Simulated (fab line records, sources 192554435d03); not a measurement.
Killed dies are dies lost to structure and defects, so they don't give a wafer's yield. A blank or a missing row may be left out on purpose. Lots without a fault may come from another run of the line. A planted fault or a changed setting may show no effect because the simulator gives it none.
Split-lot experiment | flow n5_finfet | 7 lots, 21 wafers read, on a route of 1938 steps

THE SPLIT
At N5_BEOL_M6_HM_DEP_02 (deposits TiN, target thk 20 nm), the setting target_thk_a was moved away from the recipe's 200 angstrom on 7 of the 21 wafers read, by -13.0% to +11.1%. The other wafers ran this setting at the recipe's value.

FROM THE SPLIT TO THE READING: what the file shows between them, 5 steps
- N5_BEOL_M6_COAT_60: time 60 s, resist thk 35 nm (also split here: temp_c)
- N5_BEOL_M6_COAT_05: resist thk 90 nm
- N5_BEOL_M6_EBR_07
- N5_BEOL_M6_STRIP_68: strips in N2/H2
- N5_BEOL_M6_STRIP_67: strips in CF4

THE READING
etch.depth_nm (the simulator's own value, which no gauge read), in nm, at N5_BEOL_M6_HM_OPEN_17 (chemistry Cl2/BCl3, target TiN, target depth 20 nm, overetch 6 nm). The file gives no usual value for it. The 14 wafers here that ran the recipe average 19.93 nm, standard deviation 0.094 nm.

wafer  | tool, chamber at the split | target_thk_a as run, angstrom | against the recipe | etch.depth_nm, nm | against lot-mates on the recipe
L079.1 | pvd_sputter-01, -          | 200                           | recipe             | 20.04             | -
L079.3 | pvd_sputter-01, -          | 210.1                         | +5.0%              | 20.94             | +0.88
L079.6 | pvd_sputter-01, -          | 200                           | recipe             | 20.08             | -
L080.1 | pvd_sputter-01, -          | 188.7                         | -5.7%              | 18.58             | -1.28
L080.3 | pvd_sputter-01, -          | 200                           | recipe             | 19.86             | -
L080.5 | pvd_sputter-01, -          | 188.7                         | -5.7%              | 18.7              | -1.16
L090.2 | pvd_sputter-03, -          | 222.1                         | +11.1%             | 22.27             | +2.36
L090.3 | pvd_sputter-03, -          | 200                           | recipe             | 19.86             | -
L090.4 | pvd_sputter-03, -          | 200                           | recipe             | 19.95             | -
L093.1 | pvd_sputter-03, -          | 200                           | recipe             | 19.97             | -
L093.2 | pvd_sputter-03, -          | 200                           | recipe             | 19.79             | -
L093.4 | pvd_sputter-03, -          | 200                           | recipe             | 19.84             | -
L095.3 | pvd_sputter-03, -          | 200                           | recipe             | 20.08             | -
L095.5 | pvd_sputter-03, -          | 200                           | recipe             | 20.03             | -
L095.6 | pvd_sputter-03, -          | 174                           | -13.0%             | 17.44             | -2.61
L096.1 | pvd_sputter-02, -          | 200                           | recipe             | 19.87             | -
L096.3 | pvd_sputter-02, -          | 200                           | recipe             | 19.94             | -
L096.5 | pvd_sputter-02, -          | 200                           | recipe             | 19.85             | -
L097.3 | pvd_sputter-02, -          | 183.6                         | -8.2%              | 18.34             | -1.51
L097.5 | pvd_sputter-02, -          | 183.6                         | -8.2%              | 18.29             | -1.56
L097.6 | pvd_sputter-02, -          | 200                           | recipe             | 19.85             | -

THE FIT
A straight line over all 21 wafers: etch.depth_nm changes by +0.203 nm for each +1% of target_thk_a; r = +0.99; the points scatter about the line by 0.1 nm.
The same after taking each lot's own level away (the mean of its wafers on the recipe; 21 wafers): +0.201 nm for each +1%; r = +1.00; scatter 0.078 nm.
On that fit, the largest move of target_thk_a shifts the reading by 2.6 nm.
The lots' own levels span 19.850 to 20.060 nm, that is 2.2 times the standard deviation above.
So the lot-to-lot level changes the slope little: the two slopes agree.
Check: with one of the wafers moved furthest among these (-13.0%) left out of the fit, the line predicts -2.61 nm for it against its lot-mates. It came out at -2.61 nm against them.

OTHER SPLITS ON THESE WAFERS
These wafers also went through other splits before the reading. Each is held against what the fit with the lots' levels taken away leaves over:
other split on the same wafers | wafers away from the commonest value | r with etch.depth_nm (lot level and that fit taken away)
N5_BEOL_M4_DESCUM_33 time_s    | 7                                    | +0.10
N5_BEOL_M4_ALD_98 temp_c       | 9                                    | +0.18
N5_BEOL_M5_COAT_66 spin_rpm    | 6                                    | +0.13
N5_BEOL_M5_COAT_22 spin_rpm    | 10                                   | +0.09
N5_BEOL_M6_COAT_60 temp_c      | 3                                    | -0.03

THE WHOLE CHAIN: every reading that the file lists as answering this split, in the file's order
step                  | what it does                                                      | reading                                                                          | change (the file's fit)               | r (the file's)
N5_BEOL_M6_HM_DEP_02  | deposits TiN, target thk 20 nm                                    | TiN_of_BEOL_M6_HM_DEP_02.thk_nm (the simulator's own value, which no gauge read) | +0.2 nm for each +1% of the setting   | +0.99
N5_BEOL_M6_HM_OPEN_17 | chemistry Cl2/BCl3, target TiN, target depth 20 nm, overetch 6 nm | etch.depth_nm (the simulator's own value, which no gauge read)                   | +0.202 nm for each +1% of the setting | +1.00

THE FILE'S OWN FIT
etch.depth_nm changes by +0.202 nm for each +1% of target_thk_a, r = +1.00.
